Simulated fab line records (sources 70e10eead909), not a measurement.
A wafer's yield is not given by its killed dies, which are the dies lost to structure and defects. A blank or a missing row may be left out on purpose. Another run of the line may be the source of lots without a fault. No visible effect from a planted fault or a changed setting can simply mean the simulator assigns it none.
One fault through the eyes of 2 desks	flow nand-harc	only its own numbers are on each desk; what lay behind them is given at the end

## THE TOOL OWNER'S DESK: pecvd-onon-03
The tool's own readings at NHARC_A_ONON_D1_DEP_12 (target thk 1000 nm): means of the sampled wafers that have a number, for each lot that ran on this tool. Any lot whose mean is over 4 standard deviations away from the usual mean is out of limits and marked OUT; that distance is given in the brackets.
Columns: A = n2o-flow-sccm at NHARC_A_ONON_D1_DEP_12, usual 2001 sccm
lot	first seen here	A
L831	day 8 04:22	2002
L834	day 8 07:57	1993
L836	day 9 01:48	2002
L837	day 9 12:11	1997
L850	day 12 13:09	2000
This desk's finding: nothing out of limits on any of the 5 lots.

## METROLOGY DESK
Means of the sampled wafers that have a number, per lot and without regard to the tool the lot ran on: this is what the gauges read. Any lot whose mean is over 4 standard deviations away from the usual mean is out of limits and marked OUT; that distance is given in the brackets.
Columns: A = cd-nm at NHARC_A_ZERO_WELL_CD_MEAS_10, usual 1999.2 nm; B = thk-nm at NHARC_A_ONON_D1_THK_MEAS_14, usual 1000 nm
lot	first seen here	A	B
L830	day 6 16:21	1998.6	1000
L831	day 7 04:07	1998.5	1018
L834	day 7 07:48	1999.7	990
L833	day 7 12:51	2000.7	991
L836	day 7 23:23	1999.3	841 (-18) OUT
L837	day 8 10:52	2000.7	484 (-57) OUT
L839	day 8 15:22	2000.4	1001
L838	day 8 15:55	1997.7	996
L844	day 10 15:04	1998.4	1004
L848	day 11 03:26	1999.5	988
L850	day 11 11:13	2000.3	993
L849	day 11 11:46	1998.8	986
L852	day 12 00:44	1998.1	1010
L853	day 12 01:18	1997.3	1012
This desk finds L836, L837 out of limits, L836 being first, at day 9 02:11 (thk-nm at NHARC_A_ONON_D1_THK_MEAS_14). Within limits: L830, L831, L834, L833, L839, L838, L844, L848, L850, L849, L852, L853.

## ALL TOGETHER
Metrology desk: alarm possible at day 9 02:11 on L836, L837.
The tool owner's desk saw nothing out of limits.
On record at the tool owner's desk: L836, L837, within its limits.
The lots listed all ran NHARC_A_ONON_D1_DEP_12 on pecvd-onon-03.

## WHAT THE SIMULATOR HAD INSERTED
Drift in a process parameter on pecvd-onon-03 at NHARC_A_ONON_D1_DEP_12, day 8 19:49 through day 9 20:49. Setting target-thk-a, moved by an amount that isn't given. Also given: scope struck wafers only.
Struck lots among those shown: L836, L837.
Per desk, hours elapsed from the start of the fault to the first reading out of limits: for the metrology desk, 6.
